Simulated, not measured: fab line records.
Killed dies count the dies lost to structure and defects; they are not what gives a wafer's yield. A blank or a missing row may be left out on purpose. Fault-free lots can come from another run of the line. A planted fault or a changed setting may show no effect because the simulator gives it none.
fab line records ; flow nand_harc
record lots=12; wafers=33; last_day=33
route steps=1302 shown P_M0@283 P_M1@293 END@1302
lots with no fault: from the same line, run without faults
start_h: the number of hours between the record's first day and the start of the first shown wafer of the lot ; wait_h: how many hours have passed since the lot's step before this one ; " unchanged from the row above ; L1.1+2: one row covering several wafers at once ; - no value present, or no start provided ; * or withheld: withheld ; < > ~ a bound
route shown NAME@n: NAME is a module with steps in the file, n the number in the route of the first one ; usual: mean/standard deviation of fault-free wafers ; same: alike in all rows ; chamber/n: place in a boat ; sites: per-site readings ; _std_site: the standard deviation of these ; _edge_site: inner sites' mean taken away from outer sites' mean ; radius_mm: how far each site lies from the wafer's centre ; mask NAME#n: copy n ; behind: the last tool/chamber to shape the wafer ; hold: why the lot went on hold/how many hours it stayed there/how the hold came to an end ; device: which transistor (n, p or np) failed to switch ; end of line: the same wafers' tests at the end of the route ; a step without rows: its recipe alone ; killed: not the wafer's yield, but the dies lost to structure and defects at the first sort ; map: per-die view of a wafer (x killed, . not killed, _ where there is no die)
set.NAME: the run value of the setting; set.NAME@STEP: its run value at that earlier step ; model.NAME: the simulator's own value behind a step, which no gauge read
route steps across a sampled set of lots; one table per step, one row per wafer
services: when a tool's chamber went out of use (start_h, in hours from the record's first day, below 0 if earlier), for how many hours, and the reason
## steps
# step NHARC_P_M0_PRE_CLEAN_31
# recipe time_s=12; temp_c=370; rf_power_w=300; gas=NH3
# usual heater_power_w=594/80
lot.wafer;tool;chamber;start_h;wait_h;heater_power_w;since_wet_clean_h
L345.1;pecvd-03;0;119.97;0.1;566;103
L345.3;pecvd-03;1;119.97;0.1;672;103
L345.5;pecvd-03;2;119.97;0.1;551;-
L346.2;pecvd-03;2;135.07;0.1;524;118
L346.5;pecvd-03;2;135.07;0.1;516;-
L346.4;pecvd-03;0;135.07;0.1;543;-
L348.3;pecvd-03;1;153.57;0.1;714;136
L348.2;pecvd-03;2;153.57;0.1;592;136
L348.6;pecvd-03;1;153.57;0.1;704;-
L349.3;pecvd-02;0;168.81;0.1;591;110
L349.1;pecvd-02;1;168.81;0.1;452;110
L349.6;pecvd-02;2;168.81;0.1;551;-
L351.3;pecvd-01;2;181.26;0.1;677;38
L351.6;pecvd-01;2;181.26;0.1;651;-
L351.5;pecvd-01;1;181.26;0.1;709;-
L350.2;pecvd-03;1;182.64;0.1;759;165
L350.1;pecvd-03;2;182.64;0.1;507;165
L350.4;pecvd-03;2;182.64;0.1;512;-
L352.1;pecvd-02;2;192.90;0.2;527;134
L352.4;pecvd-02;2;192.90;0.2;535;-
L352.6;pecvd-02;0;192.90;0.2;588;-
L353.1;pecvd-03;0;210.11;0.1;554;12
L353.2;pecvd-03;1;210.11;0.1;735;12
L353.5;pecvd-03;0;210.11;0.1;561;-
L356.1;pecvd-02;2;246.01;0.1;576;6
L356.4;pecvd-02;2;246.01;0.1;591;-
L356.6;pecvd-02;0;246.01;0.1;543;-
L365.1;pecvd-02;1;327.79;0.1;531;88
L365.2;pecvd-02;0;327.79;0.1;538;88
L366.1;pecvd-01;2;328.44;0.1;654;4
L367.2;pecvd-03;0;343.44;0.1;508;145
L367.5;pecvd-03;0;343.44;0.1;509;-
L367.6;pecvd-03;1;343.44;0.1;679;-
# step NHARC_P_M1_PEB_07
# recipe peb_temp_c=100; peb_time_s=65
# usual exhaust_pa=45.1/0.83; plate_temp_C=100.03/0.14
lot.wafer;tool;chamber;start_h;wait_h;exhaust_pa;plate_temp_C
L345.1;litho_track-01;0;121.22;0.1;44.4;100.05
L345.3;litho_track-01;0;121.22;0.1;44.5;100.14
L345.5;litho_track-01;0;121.22;0.1;45.7;100.08
L346.2;litho_track-04;0;136.17;0.1;45.6;100.06
L346.4;litho_track-04;0;136.17;0.1;45.8;99.96
L346.5;litho_track-04;0;136.17;0.1;45.3;100.07
L348.2;litho_track-06;0;154.69;0.1;45.2;100.19
L348.3;litho_track-06;0;154.69;0.1;44.6;100.19
L348.6;litho_track-06;0;154.69;0.1;45.2;100.00
L349.1;litho_track-06;0;170.06;0.1;45.3;100.09
L349.3;litho_track-06;0;170.06;0.1;44.7;100.25
L349.6;litho_track-06;0;170.06;0.1;45.3;99.97
L351.3;litho_track-04;0;182.50;0.0;44.6;100.03
L351.5;litho_track-04;0;182.50;0.0;45.0;100.02
L351.6;litho_track-04;0;182.50;0.0;44.9;99.89
L350.1;litho_track-04;0;183.77;0.1;44.1;99.85
L350.2;litho_track-04;0;183.77;0.1;44.5;100.05
L350.4;litho_track-04;0;183.77;0.1;44.4;99.94
L352.1;litho_track-04;0;194.12;0.1;45.5;100.00
L352.4;litho_track-04;0;194.12;0.1;44.8;99.95
L352.6;litho_track-04;0;194.12;0.1;46.0;100.19
L353.1;litho_track-01;0;211.34;0.1;45.4;99.94
L353.2;litho_track-01;0;211.34;0.1;45.1;99.88
L353.5;litho_track-01;0;211.34;0.1;46.2;100.00
L356.1;litho_track-06;0;247.38;0.1;45.3;99.97
L356.4;litho_track-06;0;247.38;0.1;45.5;99.85
L356.6;litho_track-06;0;247.38;0.1;46.4;99.88
L365.1;litho_track-04;0;329.03;0.1;45.4;100.12
L365.2;litho_track-04;0;329.03;0.1;46.0;100.23
L366.1;litho_track-04;0;329.68;0.1;46.9;99.94
L367.2;litho_track-01;0;344.57;0.1;44.8;100.09
L367.5;litho_track-01;0;344.57;0.1;44.1;100.26
L367.6;litho_track-01;0;344.57;0.1;44.0;100.13
# step NHARC_P_M1_CD_MEAS_09
# recipe target_cd_nm=130; landing_energy_ev=500
# usual cd_nm=130.2/0.62
lot.wafer;tool;chamber;start_h;wait_h;hold;cd_nm
L345.1;cd_sem-03;0;121.30;-;-;130.0
L345.3;cd_sem-03;0;121.30;-;-;130.3
L345.5;cd_sem-03;0;121.30;-;-;130.4
L346.2;cd_sem-03;0;136.25;-;-;129.5
L346.4;cd_sem-03;0;136.25;-;-;131.2
L346.5;cd_sem-03;0;136.25;-;-;129.8
L348.2;cd_sem-01;0;154.77;-;-;130.1
L348.3;cd_sem-01;0;154.77;-;-;129.8
L348.6;cd_sem-01;0;154.77;-;-;130.0
L349.1;cd_sem-03;0;170.14;-;-;130.4
L349.3;cd_sem-03;0;170.14;-;-;130.1
L349.6;cd_sem-03;0;170.14;-;-;130.4
L351.3;cd_sem-02;0;182.58;-;-;130.1
L351.5;cd_sem-02;0;182.58;-;-;129.5
L351.6;cd_sem-02;0;182.58;-;-;129.5
L350.1;cd_sem-03;0;183.85;-;-;130.8
L350.2;cd_sem-03;0;183.85;-;-;129.7
L350.4;cd_sem-03;0;183.85;-;-;130.0
L352.1;cd_sem-01;0;194.20;-;-;129.9
L352.4;cd_sem-01;0;194.20;-;-;130.0
L352.6;cd_sem-01;0;194.20;-;-;131.0
L353.1;cd_sem-03;0;211.42;-;-;129.9
L353.2;cd_sem-03;0;211.42;-;-;129.8
L353.5;cd_sem-03;0;211.42;-;-;129.3
L356.1;cd_sem-02;0;247.46;-;-;130.5
L356.4;cd_sem-02;0;247.46;-;-;130.6
L356.6;cd_sem-02;0;247.46;-;-;130.4
L365.1;cd_sem-01;0;329.11;-;await_dispo/0.2h/release;138.3
L365.2;cd_sem-01;0;329.11;-;await_dispo/0.2h/release;129.4
L365.1;cd_sem-01;0;-;-;-;138.6
L365.2;cd_sem-01;0;-;-;-;129.4
L366.1;cd_sem-03;0;329.76;-;await_dispo/0.2h/release;137.3
L366.1;cd_sem-03;0;-;-;-;136.9
L367.2;cd_sem-03;0;344.65;-;-;130.6
L367.5;cd_sem-03;0;344.65;-;-;130.4
L367.6;cd_sem-03;0;344.65;-;-;130.6
# step NHARC_P_M1_ETCH_28
# recipe target_depth_a=300; over_etch_frac=0.3; time_s=72.99; ion_energy_ev=150; cf4_flow_sccm=50; n2_flow_sccm=100; ar_flow_sccm=150; rf_w=300; bias_w=100; chemistry=CF4/N2
# usual drypump_motor_current_A=5.8/0.5; oes_product_au=1.000/0.0086; rf_vpp_V=314.6/1.8; showerhead_plenum_p_Torr=2.65/0.1; throttle_valve_pct=19.793/0.0097
lot.wafer;tool;chamber;start_h;wait_h;drypump_motor_current_A;oes_product_au;rf_hours_counter_h;rf_vpp_V;showerhead_plenum_p_Torr;throttle_valve_pct
L345.3;rie_diel-12;2;-;-;5.3;1.009;10;313.7;2.61;19.781
L345.1;rie_diel-12;0;-;-;6.3;0.999;10;310.6;2.44;19.793
L345.5;rie_diel-12;1;-;-;5.8;0.993;-;316.8;2.81;19.803
L346.4;rie_diel-12;2;-;-;5.3;1.000;15;313.4;2.60;19.803
L346.2;rie_diel-12;1;-;-;5.8;0.994;15;317.0;2.81;19.797
L346.5;rie_diel-12;2;-;-;5.3;1.008;-;314.4;2.61;19.813
L348.3;rie_diel-13;2;-;-;5.3;0.994;9;312.5;2.56;19.775
L348.2;rie_diel-13;0;-;-;6.7;0.992;9;313.0;2.53;19.804
L348.6;rie_diel-13;2;-;-;5.3;0.999;-;314.8;2.56;19.798
L349.3;rie_diel-10;0;-;-;5.9;1.010;8;314.4;2.56;19.786
L349.1;rie_diel-10;2;-;-;6.0;0.986;7;314.1;2.55;19.790
L349.6;rie_diel-10;0;-;-;5.9;1.002;-;313.1;2.56;19.794
L351.3;rie_diel-13;0;-;-;6.7;1.007;0;312.7;2.53;19.800
L351.5;rie_diel-13;1;-;-;5.1;1.002;-;317.2;2.79;19.785
L351.6;rie_diel-13;2;-;-;5.3;1.014;-;313.9;2.56;19.787
L350.4;rie_diel-13;0;-;-;6.7;1.004;0;314.2;2.53;19.775
L350.1;rie_diel-13;1;-;-;5.1;0.996;0;316.5;2.79;19.783
L350.2;rie_diel-13;3;-;-;6.3;1.004;0;316.1;2.68;19.787
L352.1;rie_diel-13;1;-;-;5.1;0.997;1;317.7;2.78;19.792
L352.4;rie_diel-13;0;-;-;6.7;1.014;1;312.4;2.53;19.797
L352.6;rie_diel-13;2;-;-;5.3;1.009;-;313.7;2.56;19.809
L353.2;rie_diel-13;3;-;-;6.3;0.997;2;315.3;2.68;19.789
L353.1;rie_diel-13;1;-;-;5.1;0.996;2;317.2;2.78;19.814
L353.5;rie_diel-13;3;-;-;6.2;0.985;-;316.2;2.68;19.780
L356.1;rie_diel-13;3;-;-;6.3;0.997;3;313.4;2.68;19.790
L356.4;rie_diel-13;1;-;-;5.1;0.993;4;317.1;2.78;19.805
L356.6;rie_diel-13;3;-;-;6.3;0.994;-;315.2;2.68;19.780
L365.1;rie_diel-10;0;-;-;5.9;1.003;7;312.7;2.55;19.798
L365.2;rie_diel-10;1;-;-;5.4;1.005;6;315.5;2.68;19.789
L366.1;rie_diel-10;1;-;-;5.4;1.001;6;315.4;2.68;19.795
L367.2;rie_diel-10;1;-;-;5.4;0.991;7;315.0;2.68;19.782
L367.6;rie_diel-10;3;-;-;6.2;0.991;-;315.6;2.70;19.798
L367.5;rie_diel-10;0;-;-;5.9;1.000;-;312.0;2.55;19.795
# step NHARC_P_M1_PVD_20
# recipe target_thk_a=50; bias_v=168.6; power_w=15000; chamber_pressure_pa=0.12; time_s=8.06; substrate_temp_c=50; material=TaN
# usual throttle_valve_pct=30.1/1
lot.wafer;tool;chamber;start_h;wait_h;throttle_valve_pct
L345.1;pvd_sputter-03;-;-;-;31.0
L345.3;pvd_sputter-03;-;-;-;30.2
L345.5;pvd_sputter-03;-;-;-;30.9
L346.4;pvd_sputter-01;-;-;-;31.1
L346.2;pvd_sputter-01;-;-;-;29.2
L346.5;pvd_sputter-01;-;-;-;29.1
L348.2;pvd_sputter-02;-;-;-;29.8
L348.3;pvd_sputter-02;-;-;-;30.6
L348.6;pvd_sputter-02;-;-;-;30.0
L349.1;pvd_sputter-01;-;-;-;31.4
L349.3;pvd_sputter-01;-;-;-;29.1
L349.6;pvd_sputter-01;-;-;-;31.5
L351.3;pvd_sputter-03;-;-;-;28.8
L351.6;pvd_sputter-03;-;-;-;28.8
L351.5;pvd_sputter-03;-;-;-;30.3
L350.2;pvd_sputter-02;-;-;-;30.6
L350.1;pvd_sputter-02;-;-;-;30.2
L350.4;pvd_sputter-02;-;-;-;28.2
L352.1;pvd_sputter-03;-;-;-;28.8
L352.4;pvd_sputter-03;-;-;-;30.6
L352.6;pvd_sputter-03;-;-;-;28.7
L353.2;pvd_sputter-02;-;-;-;30.1
L353.1;pvd_sputter-02;-;-;-;30.6
L353.5;pvd_sputter-02;-;-;-;28.4
L356.4;pvd_sputter-03;-;-;-;28.7
L356.1;pvd_sputter-03;-;-;-;30.5
L356.6;pvd_sputter-03;-;-;-;30.5
L365.2;pvd_sputter-01;-;-;-;29.3
L365.1;pvd_sputter-01;-;-;-;29.8
L366.1;pvd_sputter-03;-;-;-;30.7
L367.2;pvd_sputter-03;-;-;-;28.8
L367.6;pvd_sputter-03;-;-;-;30.6
L367.5;pvd_sputter-03;-;-;-;30.6
# step NHARC_END_SORT_01
# recipe temp_c=25
# usual defect_limited_yield=91/3.2; killed_at_array=53/21; killed_at_other=0.8/1.1; killed_at_periphery=4.2/2.7; killed_dies=58/22; killed_open=3.4/1.9; killed_short=2.5/1.6; sort_bin_2_pct=3.1/1.4; sort_bin_3_pct=0.6/0.43; sort_bin_4_pct=4.9/1.7; sort_n_pass=619/22; sort_rim_yield_pct=96.9/1.8; sort_yield_pct=91/3.2
# same gross_dies=677; sort_bin_5_pct[%]=0; sort_bin_6_pct[%]=0; sort_bin_7_pct[%]=0; sort_bin_8_pct[%]=0; sort_rim_n_gross=106.00
lot.wafer;tool;chamber;start_h;wait_h;defect_limited_yield[%];killed_at_array;killed_at_other;killed_at_periphery;killed_dies;killed_open;killed_short;sort_bin_2_pct[%];sort_bin_3_pct[%];sort_bin_4_pct[%];sort_n_pass;sort_rim_yield_pct[%];sort_yield_pct[%]
L350.1;prober-01;0;621.14;2.5;89;76;0;1;77;3;0;4.4;0.4;6.5;600;97.2;89
L350.2;prober-01;0;621.95;2.8;89;68;1;4;73;3;3;3.8;0;6.9;604;97.2;89
L350.4;prober-01;0;623.57;3.4;87;83;0;2;85;5;6;5.0;0.9;6.6;592;97.2;87
# killed by level:class
L350.1 A_CHANNEL_HOLE_D2:chamber_film_flake=33 A_SLIT:chamber_film_flake=28 A_CONTACT:chamber_film_flake=5 A_CHANNEL_HOLE_D1:chamber_film_flake=3 A_CHANNEL_FILL_D2:geometric_particle:open=2 A_ONON_D2:geometric_particle:open=1 P_ZERO_WELL:chamber_film_flake=1 A_ZERO_WELL:chamber_film_flake=1
L350.2 A_CHANNEL_HOLE_D2:chamber_film_flake=32 A_SLIT:chamber_film_flake=25 P_CONTACT:geometric_particle:open=2 A_ZERO_WELL:chamber_film_flake=2 A_WL_FILL:chamber_film_flake=2 A_CONTACT:chamber_film_flake=2 P_STI:geometric_particle:short=1 A_CHANNEL_HOLE_D1:geometric_particle:short=1
L350.4 A_CHANNEL_HOLE_D2:chamber_film_flake=31 A_SLIT:chamber_film_flake=25 A_CONTACT:chamber_film_flake=7 A_CHANNEL_HOLE_D1:chamber_film_flake=4 A_M1:chamber_film_flake=3 A_ONON_D1:geometric_particle:short=2 A_CHANNEL_FILL_D2:geometric_particle:short=2 A_STAIRCASE:chamber_film_flake=2
## services
tool;chamber;start_h;hours;kind
pvd_sputter-02;-;104.00;10.0;pm
rie_diel-10;2;120.25;3.6;repair
pvd_sputter-02;-;143.23;6.6;repair
litho_track-01;-;155.00;7.0;pm
pecvd-02;-;158.72;0.5;repair
rie_diel-13;-;165.04;9.0;pm
pvd_sputter-03;-;170.04;10.0;pm
rie_diel-10;1;174.37;9.7;repair
litho_track-06;-;179.00;7.0;pm
pecvd-03;-;185.33;13.0;pm
rie_diel-10;2;193.23;9.9;repair
litho_track-04;-;203.00;7.0;pm
pvd_sputter-03;-;210.11;8.5;repair
pecvd-02;-;227.23;13.0;pm
pecvd-03;2;232.09;20.8;repair
rie_diel-13;3;250.87;5.1;repair
pvd_sputter-03;-;277.93;1.9;repair
pecvd-02;-;288.49;1.5;repair
rie_diel-13;2;294.07;4.5;repair
rie_diel-13;2;300.73;6.7;repair
rie_diel-13;2;314.04;9.5;repair
rie_diel-13;3;315.93;4.5;repair
pecvd-02;-;333.72;3.4;repair
rie_diel-13;-;342.04;9.0;pm
## key
first_sign step=NHARC_P_M1_CD_MEAS_09; reading=visit; direction=added
effect step=NHARC_P_M1_CD_MEAS_09; reading=cd_nm; direction=up; sigmas=12; usual=130.2; struck=137.8
met_at NHARC_P_M1_PEB_07
struck_lots L365,L366
struck_wafers L365.1,L366.1
not_acting_at NHARC_P_M0_PRE_CLEAN_31,NHARC_P_M1_ETCH_28,NHARC_P_M1_PVD_20
onset_between 194.12 329.03
fault kind=process_parameter_drift; tool=litho_track-04; chamber=-; onset_h=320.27; steps=NHARC_P_M1_PEB_07; channel=peb_time_s; offset=*; shape=step; end_h=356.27; scope=struck_wafers_only; acts_in=*; stated=*
